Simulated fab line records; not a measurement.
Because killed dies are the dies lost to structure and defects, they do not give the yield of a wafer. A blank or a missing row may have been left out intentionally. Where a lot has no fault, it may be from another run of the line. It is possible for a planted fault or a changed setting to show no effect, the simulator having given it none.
fab line records    flow n5-finfet
[record] lots = 24  wafers = 72  last-day = 18
route steps=1938 shown SD_ACTIVATION@334 ILD0@343 SDB@368 DUMMY_REMOVAL@378
lots that met no fault: taken from a fault-free run of the same line
start-h: the number of hours between the record's first day and the start of the first shown wafer of the lot    wait-h: hours since the lot's step before    " identical to the entry in the row above    L1.1+2: several wafers, shown together as one row    - no value, or no start was given    * or withheld: withheld    < > ~ a bound
route shown NAME@n: names a module that has steps shown in the file, with the first one's number in the route    usual: mean/standard deviation taken from wafers without a fault    same: alike in all rows    chamber/n: place in a boat    sites: each site's reading    _std_site: how widely they spread, as a standard deviation    _edge_site: inner sites' mean taken away from outer sites' mean    radius-mm: for every site, how far away it sits from the centre of the wafer    mask NAME#n: copy n    behind: the tool/chamber that last shaped the wafer    hold: cause of the lot's hold/its duration in hours/its outcome    device: the n, p or np transistor that did not switch    end of line: the tests these same wafers got at the end of their route    a step with no rows: only its recipe    killed: dies lost to structure and defects at the first sort, not the wafer's yield    map: a wafer's dies, marking killed ones x, the rest . and places with no die _
set.NAME: the run value of the setting; set.NAME@STEP: its run value at that earlier step    model.NAME: the simulator's own value behind a step, which no gauge read
steps of the route over a sample of lots; a table a step, a row a wafer
services: a tool's chamber out of use, with start hour (start-h, from the record's first day; less than 0 if before it), hours out, and reason
[[steps]]
[step N5_SD_ACTIVATION_INSPECT_02]
[recipe] inspect-instrument = darkfield  mode = post-anneal
[usual] raw-defect-count = 179/36
lot.wafer  tool               chamber  start-h  wait-h  raw-defect-count
L074.1     defect-inspect-02  -        56.84    0.2     152
L074.2     "                  -        "        "       153
L074.3     "                  -        "        "       197
L075.1     defect-inspect-02  -        63.04    0.2     188
L075.5     "                  -        "        "       215
L075.6     "                  -        "        "       195
L076.1     defect-inspect-01  -        69.81    0.2     183
L076.3     "                  -        "        "       214
L076.4     "                  -        "        "       163
L077.1     defect-inspect-02  -        74.32    0.2     138
L077.5     "                  -        "        "       256
L077.6     "                  -        "        "       107
L078.3     defect-inspect-02  -        83.04    0.1     187
L078.4     "                  -        "        "       157
L078.6     "                  -        "        "       187
L079.2     defect-inspect-01  -        86.67    0.1     198
L079.3     "                  -        "        "       189
L079.4     "                  -        "        "       181
L080.1     defect-inspect-02  -        94.71    0.2     249
L080.3     "                  -        "        "       133
L080.5     "                  -        "        "       193
L081.1     defect-inspect-02  -        101.81   0.2     178
L081.4     "                  -        "        "       165
L081.6     "                  -        "        "       156
L082.1     defect-inspect-02  -        104.41   0.2     270
L082.4     "                  -        "        "       237
L082.5     "                  -        "        "       232
L083.2     defect-inspect-01  -        113.12   0.1     140
L083.5     "                  -        "        "       142
L083.6     "                  -        "        "       144
L084.1     defect-inspect-01  -        118.76   0.2     172
L084.4     "                  -        "        "       198
L084.5     "                  -        "        "       196
L085.1     defect-inspect-02  -        128.95   0.2     160
L085.4     "                  -        "        "       156
L085.6     "                  -        "        "       102
L086.1     defect-inspect-01  -        130.74   0.2     182
L086.4     "                  -        "        "       160
L086.5     "                  -        "        "       154
L087.3     defect-inspect-01  -        136.74   0.1     119
L087.4     "                  -        "        "       158
L087.6     "                  -        "        "       130
L088.1     defect-inspect-02  -        144.23   0.2     162
L088.2     "                  -        "        "       149
L088.6     "                  -        "        "       128
L089.1     defect-inspect-02  -        149.87   0.2     228
L089.2     "                  -        "        "       178
L089.4     "                  -        "        "       221
L090.1     defect-inspect-02  -        159.23   0.2     147
L090.2     "                  -        "        "       186
L090.3     "                  -        "        "       151
L092.1     defect-inspect-01  -        166.37   0.2     167
L092.2     "                  -        "        "       142
L092.3     "                  -        "        "       166
L091.1     defect-inspect-02  -        169.10   0.2     241
L091.4     "                  -        "        "       222
L091.6     "                  -        "        "       192
L093.3     defect-inspect-02  -        175.22   0.1     168
L093.4     "                  -        "        "       157
L093.6     "                  -        "        "       208
L094.1     defect-inspect-02  -        178.40   0.2     116
L094.4     "                  -        "        "       181
L094.6     "                  -        "        "       248
L095.2     defect-inspect-01  -        184.80   0.1     228
L095.3     "                  -        "        "       249
L095.6     "                  -        "        "       229
L096.1     defect-inspect-02  -        190.49   0.2     253
L096.2     "                  -        "        "       221
L096.5     "                  -        "        "       138
L097.1     defect-inspect-01  -        198.64   0.2     125
L097.4     "                  -        "        "       158
L097.6     "                  -        "        "       170
[step N5_ILD0_ALD_15]
[recipe] material = SiNx  target-thk-a = 240  temp-c = 400  ald-precursor-family = SiH2I2  ald-co-reactant = N2/H2-plasma  pulse-time-s = 1  ald-cycles = 480  purge-time-s = 2  co-reactant-purge-time-s = 2  pressure-torr = 2
[usual] heater-power-w = 869/120  precursor-pulse-height-rel = 1.002/0.02
lot.wafer  tool        chamber  start-h  wait-h  heater-power-w  precursor-pulse-height-rel
L074.1     ald-sin-02  2        60.92    0.6     738             0.991
L074.2     "           3        "        "       983             1.031
L074.3     "           0        "        "       839             1.017
L075.1     ald-sin-02  3        66.79    0.6     967             1.004
L075.5     "           3        67.88    1.2     946             0.975
L075.6     "           0        "        "       852             1.022
L076.1     ald-sin-01  2        73.89    0.6     1057            0.984
L076.3     "           3        "        "       933             1.028
L076.4     "           1        "        "       1004            1.024
L077.1     ald-sin-02  0        78.07    0.6     843             0.984
L077.5     "           1        79.16    1.2     726             0.974
L077.6     "           2        "        "       739             0.976
L078.3     ald-sin-02  3        87.29    0.4     966             0.996
L078.4     "           1        "        "       726             1.009
L078.6     "           0        88.38    1.1     842             0.979
L079.2     ald-sin-02  1        90.41    0.5     715             1.031
L079.3     "           2        "        "       735             1.004
L079.4     "           0        "        "       847             0.978
L080.1     ald-sin-02  2        99.16    0.7     755             1.023
L080.3     "           3        "        "       959             0.987
L080.5     "           2        100.25   1.3     739             1.022
L081.1     ald-sin-01  2        105.56   0.6     1051            0.995
L081.4     "           0        "        "       749             0.976
L081.6     "           0        106.65   1.1     752             0.999
L082.1     ald-sin-01  1        108.20   0.6     986             1.033
L082.4     "           0        "        "       746             1.006
L082.5     "           1        109.28   1.2     971             0.982
L083.2     ald-sin-01  1        117.28   0.5     1004            1.018
L083.5     "           3        118.36   1.2     911             1.001
L083.6     "           0        "        "       760             1.016
L084.1     ald-sin-01  1        124.38   0.6     979             1.000
L084.4     "           0        "        "       749             0.989
L084.5     "           0        125.47   1.2     754             1.029
L085.1     ald-sin-02  2        132.70   0.6     760             1.019
L085.4     "           0        "        "       826             1.006
L085.6     "           2        133.79   1.1     747             0.979
L086.1     ald-sin-02  0        134.88   0.8     857             1.014
L086.4     "           3        "        "       990             1.021
L086.5     "           1        135.96   1.5     722             1.030
L087.3     ald-sin-04  1        140.69   0.5     707             1.017
L087.4     "           0        "        "       812             1.013
L087.6     "           1        141.78   1.1     737             1.025
L088.1     ald-sin-01  2        148.12   0.6     1028            1.007
L088.2     "           1        "        "       1013            0.991
L088.6     "           0        149.21   1.1     733             1.003
L089.1     ald-sin-04  2        153.94   0.6     986             0.980
L089.2     "           3        "        "       968             1.028
L089.4     "           1        "        "       715             0.971
L090.1     ald-sin-01  0        162.99   0.6     738             1.040
L090.2     "           3        "        "       889             1.011
L090.3     "           2        "        "       1087            1.013
L092.1     ald-sin-02  3        170.12   0.6     971             0.994
L092.2     "           1        "        "       727             1.013
L092.3     "           2        "        "       754             0.990
L091.1     ald-sin-04  1        172.85   0.6     717             0.994
L091.4     "           1        173.94   1.3     717             0.996
L091.6     "           0        "        "       803             1.030
L093.3     ald-sin-04  0        179.35   0.7     817             1.006
L093.4     "           3        "        "       984             1.007
L093.6     "           1        180.44   1.5     719             1.016
L094.1     ald-sin-01  2        182.15   0.6     1062            1.017
L094.4     "           3        "        "       909             1.010
L094.6     "           1        183.23   1.1     996             1.012
L095.2     ald-sin-01  2        189.03   0.5     1051            1.002
L095.3     "           0        "        "       744             1.027
L095.6     "           2        190.12   1.2     1018            1.014
L096.1     ald-sin-04  2        194.71   0.7     986             1.031
L096.2     "           3        "        "       985             0.982
L096.5     "           2        195.80   1.3     1014            0.991
L097.1     ald-sin-04  0        202.38   0.6     828             1.049
L097.4     "           1        "        "       733             0.947
L097.6     "           3        203.46   1.1     959             1.012
[step N5_SDB_ETCH_25]
[recipe] chemistry = C4F6/O2  target = SiO2  target-depth-a = 100  time-s = 3.3  ion-energy-ev = 250  mask-material = SiNx  pressure-mtorr = 30  source-w = 345  bias-w = 185  Ar_flow_sccm = 300  C4F6_flow_sccm = 10  O2_flow_sccm = 10
[usual] drypump-motor-current-A = 5.8/0.32  oes-product-au = 0.79/0.073  rf-fwd-power-W = 342.4/1.3  rf-vpp-V = 667/7.2  showerhead-plenum-p-Torr = 2.86/0.11  throttle-valve-pct = 21.17/0.26
lot.wafer  tool         chamber  start-h  wait-h  drypump-motor-current-A  oes-product-au  rf-fwd-power-W  rf-hours-counter-h  rf-vpp-V  showerhead-plenum-p-Torr  throttle-valve-pct
L074.1     rie-diel-01  2        64.54    0.1     6.2                      0.74            341.8           166                 667       2.85                      21.04
L074.2     "            1        "        "       6.0                      0.71            341.8           190                 666       2.82                      21.11
L074.3     "            0        "        "       6.1                      0.88            342.3           59                  670       2.76                      20.72
L075.1     rie-diel-04  2        70.30    0.0     5.6                      0.77            341.0           141                 668       2.96                      21.54
L075.5     "            2        "        "       5.6                      0.77            342.2           -                   669       2.96                      21.54
L075.6     "            1        "        "       6.2                      0.91            340.3           -                   677       3.04                      21.17
L076.1     rie-diel-01  3        77.39    0.0     5.8                      0.81            342.3           87                  662       2.76                      21.30
L076.3     "            2        "        "       6.2                      0.72            342.8           171                 667       2.84                      21.04
L076.4     "            0        "        "       6.0                      0.86            343.4           64                  670       2.76                      20.72
L077.1     rie-diel-03  1        81.85    0.3     6.3                      0.70            343.2           232                 661       2.81                      21.06
L077.5     "            2        "        "       5.5                      0.80            342.0           -                   666       2.97                      21.46
L077.6     "            1        "        "       6.3                      0.69            343.3           -                   659       2.81                      21.06
L078.3     rie-diel-04  2        90.79    0.0     5.6                      0.77            340.5           148                 666       2.96                      21.54
L078.4     "            1        "        "       6.2                      0.90            338.3           19                  678       3.04                      21.19
L078.6     "            3        "        "       5.7                      0.91            344.2           -                   677       3.04                      21.28
L079.2     rie-diel-04  3        94.03    0.0     5.6                      0.91            344.8           10                  680       3.04                      21.29
L079.3     "            0        "        "       5.5                      0.90            343.8           41                  658       2.79                      20.79
L079.4     "            1        "        "       6.2                      0.89            340.3           20                  679       3.04                      21.18
L080.1     rie-diel-01  2        102.86   0.0     6.2                      0.72            341.3           180                 668       2.84                      21.06
L080.3     "            3        "        "       5.7                      0.81            342.0           96                  662       2.75                      21.32
L080.5     "            2        "        "       6.2                      0.73            342.7           -                   667       2.84                      21.05
L081.1     rie-diel-01  1        109.28   0.2     5.9                      0.69            342.5           206                 665       2.81                      21.12
L081.4     "            2        "        "       6.2                      0.72            343.3           182                 668       2.84                      21.05
L081.6     "            3        "        "       5.8                      0.81            342.5           -                   661       2.75                      21.31
L082.1     rie-diel-01  0        112.06   0.3     6.1                      0.85            342.0           75                  671       2.75                      20.75
L082.4     "            3        "        "       5.7                      0.81            342.2           98                  662       2.75                      21.31
L082.5     "            2        "        "       6.2                      0.72            342.2           -                   667       2.84                      21.07
L083.2     rie-diel-03  3        120.78   0.0     5.9                      0.78            343.8           143                 656       2.75                      21.38
L083.5     "            1        "        "       6.4                      0.68            344.4           -                   659       2.80                      21.08
L083.6     "            2        "        "       5.5                      0.78            344.3           -                   667       2.97                      21.48
L084.1     rie-diel-04  2        127.95   0.0     5.6                      0.77            340.7           161                 667       2.95                      21.57
L084.4     "            1        "        "       6.2                      0.87            339.5           32                  677       3.03                      21.22
L084.5     "            0        "        "       5.5                      0.89            343.4           -                   657       2.78                      20.83
L085.1     rie-diel-01  1        136.36   0.0     6.0                      0.69            343.7           215                 664       2.81                      21.14
L085.4     "            0        "        "       6.0                      0.83            343.1           83                  670       2.75                      20.75
L085.6     "            1        "        "       6.0                      0.69            343.5           -                   667       2.81                      21.12
L086.1     rie-diel-01  2        138.50   0.0     6.2                      0.71            343.8           190                 668       2.83                      21.06
L086.4     "            3        "        "       5.8                      0.80            339.4           106                 660       2.75                      21.31
L086.5     "            2        "        "       6.2                      0.71            344.5           -                   667       2.83                      21.07
L087.3     rie-diel-03  2        144.19   0.0     5.5                      0.78            346.0           132                 666       2.96                      21.49
L087.4     "            0        "        "       5.1                      0.67            343.3           -                   676       2.79                      21.35
L087.6     "            2        "        "       5.5                      0.78            343.4           -                   666       2.96                      21.50
L088.1     rie-diel-04  2        152.08   0.5     5.6                      0.75            342.4           167                 666       2.95                      21.56
L088.2     "            1        "        "       6.2                      0.85            341.4           39                  678       3.03                      21.23
L088.6     "            3        "        "       5.7                      0.86            343.2           -                   678       3.03                      21.30
L089.1     rie-diel-03  0        158.34   0.7     5.1                      0.67            341.3           259                 675       2.79                      21.34
L089.2     "            2        "        "       5.4                      0.78            342.8           139                 666       2.96                      21.49
L089.4     "            3        "        "       5.9                      0.77            342.3           -                   655       2.74                      21.39
L090.1     rie-diel-04  2        166.74   0.1     5.6                      0.74            341.0           173                 666       2.95                      21.58
L090.2     "            3        "        "       5.7                      0.85            342.8           34                  677       3.03                      21.32
L090.3     "            0        "        "       5.5                      0.86            342.0           68                  657       2.77                      20.82
L092.1     rie-diel-01  2        173.85   0.2     6.2                      0.71            342.5           203                 667       2.83                      21.09
L092.2     "            3        "        "       5.7                      0.78            341.3           118                 662       2.74                      21.31
L092.3     "            1        "        "       6.0                      0.68            343.5           228                 666       2.80                      21.17
L091.1     rie-diel-01  0        176.48   0.0     6.1                      0.82            343.0           96                  668       2.74                      20.76
L091.4     "            1        "        "       6.0                      0.69            342.3           228                 666       2.80                      21.16
L091.6     "            0        "        "       6.0                      0.82            341.2           -                   670       2.74                      20.77
L093.3     rie-diel-04  2        183.01   0.0     5.6                      0.75            341.4           180                 667       2.94                      21.60
L093.4     "            3        "        "       5.7                      0.85            341.2           -                   679       3.02                      21.33
L093.6     "            2        "        "       5.6                      0.74            340.8           -                   666       2.95                      21.59
L094.1     rie-diel-04  3        186.23   0.5     5.7                      0.84            345.1           42                  678       3.02                      21.33
L094.4     "            2        "        "       5.6                      0.74            340.7           181                 667       2.94                      21.58
L094.6     "            1        "        "       6.2                      0.86            340.4           -                   676       3.03                      21.22
L095.2     rie-diel-03  1        192.92   0.3     6.3                      0.94            342.3           14                  659       2.79                      20.77
L095.3     "            3        "        "       5.9                      0.76            340.5           170                 657       2.73                      21.41
L095.6     "            3        "        "       6.0                      0.76            342.7           -                   656       2.73                      21.41
L096.1     rie-diel-04  3        198.34   0.0     5.7                      0.83            343.5           47                  676       3.02                      21.33
L096.2     "            2        "        "       5.6                      0.74            341.6           186                 665       2.94                      21.61
L096.5     "            3        "        "       5.6                      0.84            342.6           -                   679       3.02                      21.33
L097.1     rie-diel-04  0        205.92   0.0     5.5                      0.84            343.5           83                  656       2.77                      20.86
L097.4     "            2        "        "       5.6                      0.73            340.8           189                 666       2.94                      21.60
L097.6     "            3        "        "       5.7                      0.83            344.2           -                   677       3.02                      21.33
[step N5_SDB_ALD_29]
[recipe] material = SiNx  target-thk-a = 300  temp-c = 400  ald-precursor-family = SiH2I2  ald-co-reactant = N2/H2-plasma  pulse-time-s = 1  ald-cycles = 600  purge-time-s = 2  co-reactant-purge-time-s = 2  pressure-torr = 2
[usual] heater-power-w = 894/110  precursor-pulse-height-rel = 1.000/0.021
lot.wafer  tool        chamber  start-h  wait-h  heater-power-w  precursor-pulse-height-rel
L074.1     ald-sin-04  1        64.84    0.0     711             1.022
L074.2     "           3        "        "       929             1.020
L074.3     "           2        "        "       998             0.981
L075.1     ald-sin-01  2        70.58    0.0     1093            1.011
L075.5     "           3        71.94    1.4     924             1.014
L075.6     "           0        "        "       810             0.963
L076.1     ald-sin-01  1        77.65    0.0     1019            0.985
L076.3     "           3        "        "       928             1.017
L076.4     "           0        "        "       797             1.004
L077.1     ald-sin-01  2        82.12    0.0     1019            1.021
L077.5     "           3        83.47    1.4     910             1.034
L077.6     "           2        "        "       1064            1.010
L078.3     ald-sin-03  1        91.46    0.4     783             1.017
L078.4     "           3        "        "       840             0.987
L078.6     "           0        92.81    1.8     894             1.022
L079.2     ald-sin-04  2        94.75    0.5     996             1.010
L079.3     "           0        "        "       818             1.002
L079.4     "           1        "        "       722             0.995
L080.1     ald-sin-03  3        103.29   0.2     844             1.032
L080.3     "           2        "        "       887             0.988
L080.5     "           3        104.64   1.5     858             1.008
L081.1     ald-sin-04  2        110.37   0.8     999             1.001
L081.4     "           1        "        "       738             1.023
L081.6     "           1        111.72   2.2     699             1.004
L082.1     ald-sin-01  2        112.33   0.0     1044            1.005
L082.4     "           3        "        "       918             1.004
L082.5     "           3        113.68   1.4     910             1.033
L083.2     ald-sin-03  0        121.05   0.0     895             0.983
L083.5     "           0        122.40   1.4     894             1.020
L083.6     "           1        "        "       770             0.992
L084.1     ald-sin-04  0        128.21   0.0     808             1.005
L084.4     "           1        "        "       698             0.970
L084.5     "           1        129.57   1.4     704             0.998
L085.1     ald-sin-03  3        136.63   0.0     853             0.986
L085.4     "           0        "        "       908             0.974
L085.6     "           0        137.98   1.4     892             0.997
L086.1     ald-sin-01  1        138.77   0.0     997             1.004
L086.4     "           2        "        "       1035            1.037
L086.5     "           2        140.13   1.4     1052            1.009
L087.3     ald-sin-03  2        144.46   0.0     895             0.989
L087.4     "           3        "        "       849             1.010
L087.6     "           3        145.81   1.4     816             1.006
L088.1     ald-sin-01  1        152.36   0.0     1000            0.999
L088.2     "           2        "        "       1055            1.016
L088.6     "           2        153.71   1.4     1029            1.002
L089.1     ald-sin-03  1        158.61   0.0     783             1.005
L089.2     "           2        "        "       899             0.992
L089.4     "           0        "        "       881             0.994
L090.1     ald-sin-04  1        167.05   0.0     731             0.995
L090.2     "           0        "        "       836             1.015
L090.3     "           3        "        "       966             1.005
L092.1     ald-sin-04  2        175.02   0.9     996             0.989
L092.2     "           3        "        "       958             0.992
L092.3     "           0        "        "       832             1.022
L091.1     ald-sin-01  2        177.18   0.5     1062            0.954
L091.4     "           3        "        "       935             1.009
L091.6     "           2        178.54   1.8     1075            0.971
L093.3     ald-sin-04  0        183.28   0.0     830             0.986
L093.4     "           2        "        "       1002            1.028
L093.6     "           2        184.63   1.4     1027            1.046
L094.1     ald-sin-04  2        186.49   0.0     1013            1.006
L094.4     "           3        "        "       982             0.983
L094.6     "           2        187.85   1.4     970             1.012
L095.2     ald-sin-01  3        193.18   0.0     925             0.984
L095.3     "           0        "        "       749             1.012
L095.6     "           0        194.54   1.4     722             1.007
L096.1     ald-sin-04  3        198.65   0.1     968             0.995
L096.2     "           1        "        "       719             0.993
L096.5     "           3        200.00   1.4     961             0.993
L097.1     ald-sin-04  1        206.19   0.0     712             0.998
L097.4     "           2        "        "       992             0.978
L097.6     "           1        207.54   1.4     729             1.025
[step N5_SDB_INSPECT_36]
[recipe] inspect-instrument = darkfield  mode = post-cmp
[usual] raw-defect-count = 35/16
lot.wafer  tool               chamber  start-h  wait-h  raw-defect-count
L074.1     defect-inspect-02  -        67.90    0.0     54
L074.2     "                  -        "        "       60
L074.3     "                  -        "        "       66
L075.1     defect-inspect-01  -        73.64    0.0     24
L075.5     "                  -        "        "       16
L075.6     "                  -        "        "       30
L076.1     defect-inspect-02  -        80.71    0.0     29
L076.3     "                  -        "        "       40
L076.4     "                  -        "        "       23
L077.1     defect-inspect-01  -        85.17    0.0     18
L077.5     "                  -        "        "       25
L077.6     "                  -        "        "       35
L078.3     defect-inspect-02  -        94.53    0.0     22
L078.4     "                  -        "        "       42
L078.6     "                  -        "        "       61
L079.2     defect-inspect-02  -        97.81    0.0     35
L079.3     "                  -        "        "       24
L079.4     "                  -        "        "       27
L080.1     defect-inspect-01  -        106.34   0.0     29
L080.3     "                  -        "        "       35
L080.5     "                  -        "        "       29
L081.1     defect-inspect-01  -        113.42   0.0     49
L081.4     "                  -        "        "       61
L081.6     "                  -        "        "       39
L082.1     defect-inspect-01  -        115.38   0.0     35
L082.4     "                  -        "        "       21
L082.5     "                  -        "        "       38
L083.2     defect-inspect-01  -        124.18   0.0     16
L083.5     "                  -        "        "       34
L083.6     "                  -        "        "       28
L084.1     defect-inspect-02  -        131.27   0.0     75
L084.4     "                  -        "        "       80
L084.5     "                  -        "        "       33
L085.1     defect-inspect-01  -        139.68   0.0     17
L085.4     "                  -        "        "       16
L085.6     "                  -        "        "       27
L086.1     defect-inspect-02  -        141.83   0.0     22
L086.4     "                  -        "        "       39
L086.5     "                  -        "        "       76
L087.3     defect-inspect-02  -        147.56   0.0     21
L087.4     "                  -        "        "       26
L087.6     "                  -        "        "       23
L088.1     defect-inspect-02  -        155.41   0.0     13
L088.2     "                  -        "        "       55
L088.6     "                  -        "        "       37
L089.1     defect-inspect-01  -        161.67   0.0     36
L089.2     "                  -        "        "       21
L089.4     "                  -        "        "       33
L090.1     defect-inspect-02  -        170.10   0.0     42
L090.2     "                  -        "        "       51
L090.3     "                  -        "        "       21
L092.1     defect-inspect-01  -        178.08   0.0     24
L092.2     "                  -        "        "       25
L092.3     "                  -        "        "       20
L091.1     defect-inspect-01  -        180.24   0.0     21
L091.4     "                  -        "        "       20
L091.6     "                  -        "        "       30
L093.3     defect-inspect-01  -        186.33   0.0     18
L093.4     "                  -        "        "       26
L093.6     "                  -        "        "       31
L094.1     defect-inspect-02  -        189.55   0.0     39
L094.4     "                  -        "        "       55
L094.6     "                  -        "        "       52
L095.2     defect-inspect-02  -        196.24   0.0     38
L095.3     "                  -        "        "       42
L095.6     "                  -        "        "       26
L096.1     defect-inspect-01  -        201.70   0.0     30
L096.2     "                  -        "        "       44
L096.5     "                  -        "        "       40
L097.1     defect-inspect-01  -        209.24   0.0     26
L097.4     "                  -        "        "       36
L097.6     "                  -        "        "       55
[step N5_DUMMY_REMOVAL_STRIP_10]
[recipe] chemistry = N2/H2  time-s = 40  power-w = 100  temp-c = 40  pressure-mtorr = 100  rf-frequency-hz = 6e+07  bias-power-w = 3  n2-flow-sccm = 300  h2-flow-sccm = 300
[usual] drypump-motor-current-A = 5.7/0.35  h2-flow-sccm = 300.0/0.89  oes-product-au = 0.78/0.077  rf-vpp-V = 45.2/0.81  showerhead-plenum-p-Torr = 3.38/0.12  throttle-valve-pct = 12.24/0.19
lot.wafer  tool         chamber  start-h  wait-h  drypump-motor-current-A  h2-flow-sccm  oes-product-au  rf-hours-counter-h  rf-vpp-V  showerhead-plenum-p-Torr  throttle-valve-pct
L074.1     rie-diel-06  2        67.97    0.0     5.9                      299.8         0.76            131                 46.8      3.26                      12.47
L074.2     "            3        "        "       5.3                      301.0         0.69            232                 45.0      3.19                      12.24
L074.3     "            0        "        "       5.7                      300.9         0.85            73                  46.6      3.56                      12.19
L075.1     rie-diel-02  1        73.79    0.0     6.3                      301.2         0.84            66                  44.8      3.57                      12.35
L075.5     "            0        "        "       5.4                      301.1         0.72            -                   45.0      3.47                      12.28
L075.6     "            3        "        "       5.5                      299.2         0.79            -                   46.1      3.39                      12.27
L076.1     rie-diel-05  3        80.77    0.0     5.6                      300.6         0.68            241                 45.8      3.33                      12.55
L076.3     "            2        "        "       6.0                      299.1         0.73            175                 45.0      3.50                      11.99
L076.4     "            3        "        "       5.6                      300.6         0.68            -                   45.9      3.33                      12.56
L077.1     rie-diel-05  3        85.24    0.0     5.6                      300.2         0.69            243                 44.8      3.33                      12.56
L077.5     "            2        "        "       6.1                      299.9         0.73            -                   44.2      3.50                      11.98
L077.6     "            0        "        "       6.2                      301.6         0.76            -                   44.4      3.38                      12.19
L078.3     rie-diel-05  0        94.60    0.0     6.2                      300.6         0.76            138                 46.0      3.38                      12.20
L078.4     "            1        "        "       5.2                      300.6         0.99            0                   44.7      3.32                      11.93
L078.6     "            0        "        "       6.2                      302.3         0.75            -                   44.6      3.38                      12.21
L079.2     rie-diel-02  1        97.88    0.0     6.3                      300.2         0.82            74                  45.7      3.57                      12.40
L079.3     "            3        "        "       5.5                      299.6         0.77            134                 45.4      3.38                      12.29
L079.4     "            2        "        "       5.5                      299.5         0.81            85                  46.2      3.28                      11.96
L080.1     rie-diel-05  2        106.41   0.0     6.1                      300.9         0.73            183                 45.9      3.49                      12.01
L080.3     "            0        "        "       6.2                      301.1         0.75            141                 44.4      3.38                      12.20
L080.5     "            1        "        "       5.2                      300.5         0.96            -                   45.1      3.32                      11.97
L081.1     rie-diel-02  0        113.49   0.0     5.4                      300.4         0.71            217                 45.7      3.46                      12.31
L081.4     "            3        "        "       5.5                      300.7         0.76            138                 44.2      3.38                      12.29
L081.6     "            3        "        "       5.5                      299.8         0.77            -                   44.8      3.38                      12.27
L082.1     rie-diel-06  1        115.49   0.0     5.9                      298.5         0.77            116                 45.2      3.14                      12.46
L082.4     "            0        "        "       5.7                      301.6         0.82            88                  46.2      3.56                      12.24
L082.5     "            3        "        "       5.3                      298.1         0.69            -                   44.3      3.18                      12.26
L083.2     rie-diel-02  2        124.30   0.0     5.5                      300.3         0.80            93                  45.2      3.27                      11.98
L083.5     "            2        "        "       5.5                      298.9         0.79            -                   44.5      3.27                      12.00
L083.6     "            1        "        "       6.4                      300.6         0.81            -                   45.1      3.56                      12.41
L084.1     rie-diel-05  3        131.34   0.0     5.6                      301.4         1.01            0                   45.5      3.33                      11.94
L084.4     "            1        "        "       5.2                      300.3         0.92            12                  44.8      3.31                      11.97
L084.5     "            0        "        "       6.2                      300.7         0.75            -                   45.0      3.37                      12.24
L085.1     rie-diel-06  1        139.88   0.0     6.0                      299.6         0.78            122                 44.0      3.14                      12.48
L085.4     "            3        "        "       5.3                      299.7         0.68            251                 44.8      3.18                      12.28
L085.6     "            0        "        "       5.7                      300.9         0.82            -                   44.5      3.55                      12.26
L086.1     rie-diel-02  3        141.91   0.0     5.5                      300.4         0.76            146                 45.4      3.38                      12.30
L086.4     "            0        "        "       5.4                      298.1         0.70            226                 47.5      3.46                      12.31
L086.5     "            0        "        "       5.4                      298.9         0.70            -                   45.4      3.46                      12.33
L087.3     rie-diel-06  2        147.63   0.0     5.9                      300.7         0.73            153                 45.7      3.25                      12.56
L087.4     "            0        "        "       5.8                      300.0         0.81            -                   46.1      3.55                      12.26
L087.6     "            1        "        "       6.0                      299.2         0.78            -                   43.4      3.14                      12.47
L088.1     rie-diel-02  1        155.75   0.0     6.4                      300.1         0.80            92                  46.1      3.56                      12.42
L088.2     "            0        "        "       5.4                      300.6         0.70            230                 45.2      3.46                      12.34
L088.6     "            1        "        "       6.4                      301.9         0.81            -                   45.0      3.56                      12.43
L089.1     rie-diel-06  0        161.74   0.0     5.8                      300.4         0.82            97                  46.7      3.55                      12.26
L089.2     "            1        "        "       5.9                      298.1         0.76            129                 45.7      3.13                      12.48
L089.4     "            2        "        "       5.9                      300.6         0.74            -                   45.9      3.24                      12.56
L090.1     rie-diel-02  1        170.17   0.0     6.3                      300.4         0.80            97                  44.8      3.55                      12.46
L090.2     "            0        "        "       5.4                      298.8         0.70            235                 44.6      3.46                      12.35
L090.3     "            3        "        "       5.5                      299.7         0.75            156                 44.7      3.37                      12.31
L092.1     rie-diel-02  1        178.21   0.0     6.3                      301.4         0.80            99                  45.0      3.55                      12.45
L092.2     "            2        "        "       5.5                      299.8         0.78            109                 45.3      3.27                      12.02
L092.3     "            3        "        "       5.6                      300.0         0.76            158                 44.9      3.37                      12.34
L091.1     rie-diel-05  1        180.42   0.0     5.2                      299.9         0.89            24                  44.1      3.31                      12.00
L091.4     "            3        "        "       5.6                      299.4         0.94            13                  45.8      3.32                      12.00
L091.6     "            3        "        "       5.6                      298.6         0.95            -                   45.4      3.32                      11.98
L093.3     rie-diel-05  0        186.46   0.0     6.2                      299.3         0.74            164                 46.4      3.36                      12.27
L093.4     "            3        "        "       5.6                      298.3         0.94            15                  45.8      3.32                      12.00
L093.6     "            1        "        "       5.2                      300.2         0.89            -                   44.2      3.30                      12.04
L094.1     rie-diel-06  0        189.62   0.0     5.8                      299.7         0.81            107                 44.2      3.54                      12.29
L094.4     "            1        "        "       5.9                      299.9         0.75            139                 44.3      3.13                      12.53
L094.6     "            1        "        "       5.9                      301.0         0.75            -                   43.7      3.13                      12.51
L095.2     rie-diel-05  1        196.42   0.0     5.2                      299.4         0.88            28                  46.1      3.30                      12.03
L095.3     "            3        "        "       5.6                      299.6         0.93            17                  45.0      3.32                      11.99
L095.6     "            3        "        "       5.5                      299.8         0.93            -                   46.5      3.32                      12.00
L096.1     rie-diel-02  0        201.77   0.0     5.4                      300.8         0.70            245                 45.3      3.45                      12.36
L096.2     "            1        "        "       6.3                      300.2         0.79            107                 44.3      3.55                      12.48
L096.5     "            2        "        "       5.5                      299.9         0.79            -                   46.5      3.26                      12.04
L097.1     rie-diel-05  2        209.31   0.0     6.1                      298.8         0.70            212                 45.9      3.48                      12.09
L097.4     "            3        "        "       5.6                      300.8         0.93            22                  46.2      3.32                      12.00
L097.6     "            0        "        "       6.2                      300.4         0.72            -                   45.6      3.36                      12.29
[[services]]
tool         chamber  start-h  hours  kind
rie-diel-04  -        37.53    0.2    repair
ald-sin-02   -        52.92    1.2    repair
rie-diel-02  -        56.32    2.8    pm
rie-diel-05  0        56.42    14.8   repair
rie-diel-01  3        63.15    7.3    repair
rie-diel-03  3        64.49    20.8   repair
ald-sin-04   1        73.53    2.1    repair
ald-sin-01   0        79.67    12.1   repair
ald-sin-01   -        85.25    14.0   pm
ald-sin-01   1        85.25    14.0   vent-cycle
rie-diel-03  2        88.25    5.0    repair
rie-diel-06  3        106.80   1.2    repair
rie-diel-06  -        110.12   0.7    repair
ald-sin-02   -        112.02   6.1    pm
rie-diel-06  0        151.75   8.8    repair
rie-diel-04  1        154.12   31.9   repair
ald-sin-04   -        164.71   0.3    repair
ald-sin-02   -        176.79   14.0   pm
rie-diel-06  1        185.66   1.9    repair
rie-diel-02  2        186.31   1.2    repair
rie-diel-01  1        203.47   7.2    repair
ald-sin-03   -        204.96   6.0    pm
ald-sin-02   3        205.50   4.2    repair
rie-diel-04  1        209.09   6.8    repair
[[key]]
fault none
